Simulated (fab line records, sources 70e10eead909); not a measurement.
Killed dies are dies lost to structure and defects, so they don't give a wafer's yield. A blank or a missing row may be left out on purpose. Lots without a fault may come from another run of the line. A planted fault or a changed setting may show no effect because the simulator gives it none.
Problem report in the 8D (eight disciplines) form, filled by code | flow nand_harc | the parts of the form that need people (team, actions taken, sign-off) are left out

1. THE PROBLEM
raw_defect_count at NHARC_P_GATE_INSPECT_28 reads a mean of 660 on 2 wafers of 2 lots; wafers without a fault read 7 with a standard deviation of 3.3. That is +99 or more standard deviations from the usual mean.
First seen on wafer L825.6, day 7 20:43, on defect_inspect-02. The record holds 18 wafers of 6 lots with a number at this step. Rule for "out", or "out of limits": more than 4 standard deviations from the usual mean. The other wafers with a number count as sound.

2. WHAT IT IS AND WHAT IT IS NOT
question                    | is                                   | is not
which readings at this step | raw_defect_count                     | -
which lots                  | L825, L826                           | L821, L835, L836, L839
which wafers of those lots  | L825.6, L826.2                       | L825.2, L825.3, L826.1, L826.6
read on which gauges        | defect_inspect-01, defect_inspect-02 | -
when                        | from day 7 20:43                     | up to then (5 sound wafers); but 11 sound wafers of L826, L835, L836, L839 came after

3. SUSPECTS, AND WHAT RULES EACH OUT
Counting: a tool at a process step up to the reading stays a suspect if it ran every lot that is out. Sound lots after the first of them don't rule it out here, since some wafers of a struck lot are sound.
- the gauge at NHARC_P_GATE_INSPECT_28: ruled out. The wafers that are out were read on 2 gauges (defect_inspect-01, defect_inspect-02).
- wet_bench-01 at NHARC_P_GATE_PRECLEAN_71 (cleans in SC1): kept. It ran every lot that is out, first L825 (day 7 07:02).
Left after counting: wet_bench-01 at NHARC_P_GATE_PRECLEAN_71.

4. THE CAUSE (what the simulator had put in)
Chamber particle source: wet_bench-01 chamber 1, from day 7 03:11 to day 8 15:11, at NHARC_P_GATE_PRECLEAN_71. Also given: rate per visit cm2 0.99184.
Counting left only this tool.

5. THE CHAIN OF EFFECTS, in route order
Each row: a reading whose mean over the struck wafers that have a number lies more than 3 standard deviations from the usual. Only readings for which the record gives a usual standard deviation are gone through. hours: the time from each lot's start at the first step in this table that gives one to its start at this step, as a median over the lots. sigmas: the change in usual standard deviations.
hours | step                    | reading             | usual | on struck wafers | change | sigmas
0     | NHARC_P_GATE_INSPECT_28 | raw_defect_count    | 7     | 660              | +653   | +99 or more
18    | NHARC_P_GATE_INSPECT_68 | raw_defect_count    | 204   | 764              | +560   | +7.1
469   | NHARC_END_SORT_01       | killed_at_periphery | 3.9   | 50.0             | +46.1  | +17
Later measuring or inspecting steps at which every struck wafer that the step has a row for has a number for every such reading, and none has moved that far: NHARC_P_GATE_CD_MEAS_33.

6. WHAT WOULD HAVE CAUGHT IT SOONER
In this record the first reading out of limits at a measuring or inspecting step was taken at day 7 20:43, 18 hours after the fault began at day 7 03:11.
Of the lots that are out (2), L826 began NHARC_P_GATE_PRECLEAN_71 on wet_bench-01 after day 7 20:43. A hold on the tool at that time would have spared it.
